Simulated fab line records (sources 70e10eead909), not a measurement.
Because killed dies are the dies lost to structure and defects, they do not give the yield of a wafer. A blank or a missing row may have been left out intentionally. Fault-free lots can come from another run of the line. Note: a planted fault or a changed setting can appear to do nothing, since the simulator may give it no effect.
Problem report in the 8D (eight disciplines) form, filled by code | flow nand_harc | the parts of the form that need people (team, actions taken, sign-off) are left out

== 1. THE ISSUE ==
Mean of killed_at_array at NHARC_END_SORT_01: 191 across 3 wafers in 2 lots; on wafers with no fault it is 55 (standard deviation 17). That puts it +8.0 standard deviations away from the usual mean.
The first sign was on wafer L593.5 at day 28 20:38, on prober-01. The record has a number at this step for 36 wafers belonging to 12 lots. By rule, "out" or "out of limits" means more than 4 standard deviations away from the usual mean. Any other wafer with a number is counted as sound.

== 2. WHAT IT IS, WHAT IT ISN'T ==
question                    | is                           | is not
which readings at this step | killed_at_array, killed_dies | killed_at_other, killed_at_periphery, killed_open, killed_short
which lots                  | L593, L596                   | L584, L586, L587, L599, L600, L603, L604, L605, L606, L607
which wafers of those lots  | L593.5, L596.4, L596.6       | L593.2, L593.3, L596.2
read on which gauges        | prober-01, prober-02         | -
when                        | from day 28 20:38            | up to then (11 sound wafers); but 22 sound wafers of L596, L599, L600, L603, L604, L605, L606, L607 came after

== 3. WHAT RULES OUT EACH SUSPECT ==
Counting: any tool at a process step up to the reading remains a suspect provided it ran every lot that is out. Sound lots after the first of them don't rule it out here, since some wafers of a struck lot are sound.
- the gauge at NHARC_END_SORT_01: ruled out. 2 gauges (prober-01, prober-02) read the wafers that are out.
- har_cap_etch-01 at NHARC_A_CONTACT_ETCH_113 (etches the open film in C4F8/O2/Ar, time 190 s, target depth 1850 nm): kept. It processed each lot that is out (first: L593, day 25 12:20); up to then, its last sound lot is L587 (day 23 00:34).
- har_cap_etch-01 at NHARC_A_CONTACT_ETCH_117 (etches the open film in C4F8/O2/Ar, time 190 s, target depth 1850 nm): kept. It processed each lot that is out (first: L593, day 25 13:01); up to then, its last sound lot is L587 (day 23 01:16).
- har_cap_etch-01 at NHARC_A_CONTACT_ETCH_121 (etches the open film in C4F8/O2/Ar, time 190 s, target depth 1850 nm): kept. It processed each lot that is out (first: L593, day 25 13:42); up to then, its last sound lot is L587 (day 23 01:56).
- rie_diel-06 at NHARC_A_CONTACT_ETCH_102 (etches the open film in CF4/O2, target depth 100 nm, overetch 10 nm, time 55 s): kept. It processed each lot that is out (first: L593, day 25 16:54); up to then, its last sound lot is L587 (day 23 03:46). Its own run_length_s readings are out on those wafers.
- In rie_diel-06 at NHARC_A_CONTACT_ETCH_102, the wafers that are out were processed in chamber 0 and their sound lot-mates in chambers 1, 3.
Left after counting: har_cap_etch-01 at NHARC_A_CONTACT_ETCH_113, har_cap_etch-01 at NHARC_A_CONTACT_ETCH_117, har_cap_etch-01 at NHARC_A_CONTACT_ETCH_121, rie_diel-06 at NHARC_A_CONTACT_ETCH_102.

== 4. THE CAUSE (what the simulator had put in) ==
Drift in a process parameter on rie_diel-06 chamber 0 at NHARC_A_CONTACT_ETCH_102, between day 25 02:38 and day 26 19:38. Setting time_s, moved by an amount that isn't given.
Counting leaves 4 suspects; this tool is one of them.

== 5. SEQUENCE OF EFFECTS, ordered by route ==
Each row: a reading where the mean over the struck wafers with a number is more than 3 standard deviations away from the usual. Readings are gone through only where the record gives a usual standard deviation; hours: the median, over the lots, of the time from a lot's start at the first step in this table giving one to that lot's start at this step; sigmas: the change measured in usual standard deviations.
hours | step                     | reading         | usual  | on struck wafers | change | sigmas
0     | NHARC_A_CONTACT_ETCH_102 | run_length_s    | 76.1 s | 72.2             | -3.9   | -9.2
72    | NHARC_END_SORT_01        | killed_at_array | 55     | 191              | +136   | +8.0
72    | NHARC_END_SORT_01        | killed_dies     | 59     | 198              | +139   | +7.7
Its process steps:
- NHARC_A_CONTACT_ETCH_102: etches the open film in CF4/O2, target depth 100 nm, overetch 10 nm, time 55 s.

== 6. HOW IT WOULD HAVE BEEN CAUGHT EARLIER ==
90 hours passed between the start of the fault at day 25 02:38 and the first reading out of limits at a measuring or inspecting step in this record, taken at day 28 20:38.
Tool's own readings at NHARC_A_CONTACT_ETCH_102, run_length_s: out on all struck wafers the step has rows for; an alarm limit on them would have tripped on the first.
Lots out: 2; all had begun NHARC_A_CONTACT_ETCH_102 on rie_diel-06 by day 28 20:38. Holding the tool at that point would not have protected any of them.
